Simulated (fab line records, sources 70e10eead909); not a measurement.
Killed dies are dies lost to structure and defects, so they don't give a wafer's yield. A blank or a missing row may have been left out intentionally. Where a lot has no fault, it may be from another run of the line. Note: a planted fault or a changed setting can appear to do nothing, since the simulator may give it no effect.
Chamber matching -- flow nand harc -- 4 sister chambers for NHARC_P_CONTACT_CMP_24 on cmp-03
The step polishes, t overpolish 30 s, target thk 200 nm. 4 wafers are shown with their chamber, then 7 later ones without.

## WAFERS, EACH WITH ITS CHAMBER
wafer,chamber,motor current A (A)
L088.4,0,14.2
L088.5,3,10.3
L091.2,2,11.6
L091.3,1,10.9

## WAFERS WITHOUT THEIR CHAMBER
wafer,motor current A (A)
L091.6,11.4
L095.2,10.9
L095.3,13.3
L095.5,11.2
L096.3,10.9
L096.5,10.4
L096.6,11.9

## CHAMBER TAKEN BY EACH
wafer,from the rows above,in truth
L091.6,can't be placed: 2 or 1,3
L095.2,can't be placed: 1 or 3 or 2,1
L095.3,0,0
L095.5,can't be placed: 1 or 2 or 3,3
L096.3,can't be placed: 1 or 3 or 2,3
L096.5,can't be placed: 3 or 1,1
L096.6,can't be placed: 2 or 1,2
Placed correctly: 1 of 7. Cannot be placed on the basis of these rows: 6; the candidates contain the true chamber in 5. Number placed wrongly: 0.
How it was worked out, from the rows above alone: a wafer's distance from a chamber is the root of the sum, over the readings, of the square of ((its reading less the chamber's mean) divided by the reading's scatter). If the next closest chamber is less than 2 further off than the closest, the wafer can't be placed; otherwise it belongs to the closest. Each chamber's mean is taken over the wafers shown for it. The scatter (one wafer shown for each chamber): square how far every hidden wafer sits from the nearest shown wafer, average those squares and take the square root.
